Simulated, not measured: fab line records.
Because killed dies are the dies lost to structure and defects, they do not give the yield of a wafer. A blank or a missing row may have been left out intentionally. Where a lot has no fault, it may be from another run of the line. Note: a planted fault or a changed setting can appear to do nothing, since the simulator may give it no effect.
Chamber matching | flow n5 finfet | cvd co-02 running N5_BEOL_M4_PRE_CLEAN_60: 3 sister chambers
The step time 15 s. 3 wafers are shown with their chamber, then 7 later ones without.

WAFERS, EACH WITH ITS CHAMBER
wafer  | chamber | heater power w (W)
L726.6 | 1       | 89
L733.2 | 2       | 83
L733.5 | 0       | 74

WAFERS MISSING THEIR CHAMBER
wafer  | heater power w (W)
L733.6 | 84
L744.4 | 87
L744.5 | 89
L744.6 | 77
L746.2 | 86
L746.3 | 89
L746.6 | 84

CHAMBER TAKEN BY EACH
wafer  | from the rows above     | in truth
L733.6 | 2                       | 2
L744.4 | can't be placed: 1 or 2 | 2
L744.5 | 1                       | 1
L744.6 | can't be placed: 0 or 2 | 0
L746.2 | can't be placed: 1 or 2 | 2
L746.3 | 1                       | 1
L746.6 | 2                       | 2
4 of 7 placed correctly. Unplaceable from these rows: 3, with the true chamber sitting among the candidates in 3. Wrongly placed: 0.
How it was worked out, from the rows above alone: a wafer's distance from a chamber is the root of the sum, over the readings, of the square of ((its reading less the chamber's mean) divided by the reading's scatter). The wafer belongs to the nearest chamber; if the next one is less than 2 further off, it can't be placed. Each chamber's mean is taken over the wafers shown for it. The scatter (one wafer shown for each chamber): square how far every hidden wafer sits from the nearest shown wafer, average those squares and take the square root.
